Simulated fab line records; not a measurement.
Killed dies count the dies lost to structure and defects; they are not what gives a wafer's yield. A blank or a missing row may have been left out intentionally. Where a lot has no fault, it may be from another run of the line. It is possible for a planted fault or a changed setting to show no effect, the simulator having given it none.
Tool commonality check    flow nand_harc    Lots sampled 3, wafers sampled 9

REASON FOR OPENING
On 3 of the 3 lots, a flag is raised at NHARC_END_SORT_01 on the reading killed_at_periphery. Wafers without a fault read 2.9, standard deviation 1.7.
Rule: a lot is flagged in two cases, either no wafer of it has a number, or all its wafers with numbers fall more than 4 standard deviations from that mean. All remaining lots are regarded as sound.

lot   measured      on         killed_at_periphery, wafer by wafer  flag
L117  day 23 21:20  prober-02  645 641 638                          FLAGGED
L116  day 23 21:25  prober-01  653 642 656                          FLAGGED
L115  day 24 05:09  prober-01  645 646 650                          FLAGGED
On average the flagged lots read 646.2, which is +643.3 against the usual, or +99 or more standard deviations.

WHICH TOOL RAN EACH LOT
Before the reading, the record contains 4 process steps out of a 1159-step route. Read each cell as the tool, then ch plus the chambers that the sampled wafers visited, then the start.
lot   flag     NHARC_P_GATE_ETCH_14                NHARC_A_M1_STRIP_18  NHARC_A_M1_ANNEAL_31  NHARC_THIN_TSV_DESCUM_14
L117  FLAGGED  wet_bench-03 ch 0,5,6, day 8 20:14  no row               no row                no row
L116  FLAGGED  wet_bench-09 ch 1,3,4, day 8 20:05  no row               no row                no row
L115  FLAGGED  wet_bench-02 ch 4,6,7, day 8 15:25  no row               no row                no row
What these steps do:
- NHARC_P_GATE_ETCH_14: etches SiO2 in dHF, target depth 48.8 nm.
- NHARC_A_M1_STRIP_18: strips in N2/H2.
- NHARC_A_M1_ANNEAL_31: time 90 s.
- NHARC_THIN_TSV_DESCUM_14: chemistry O2, time 3 s.
- NHARC_END_SORT_01

FLAGGED OVER TOTAL, TOOL BY TOOL (the gauges that took the reading come last)
step                  tool          lots run  flagged  share of the flagged lots  sound lots run after its first flagged lot
NHARC_P_GATE_ETCH_14  wet_bench-02  1         1        some                       0
NHARC_P_GATE_ETCH_14  wet_bench-03  1         1        some                       0
NHARC_P_GATE_ETCH_14  wet_bench-09  1         1        some                       0
NHARC_END_SORT_01     prober-01     2         2        some                       0
NHARC_END_SORT_01     prober-02     1         1        some                       0

WHAT IS ALLOWED BY THE TABLE
No row of the table ran every flagged lot.

WHAT THE SIMULATOR PUT IN
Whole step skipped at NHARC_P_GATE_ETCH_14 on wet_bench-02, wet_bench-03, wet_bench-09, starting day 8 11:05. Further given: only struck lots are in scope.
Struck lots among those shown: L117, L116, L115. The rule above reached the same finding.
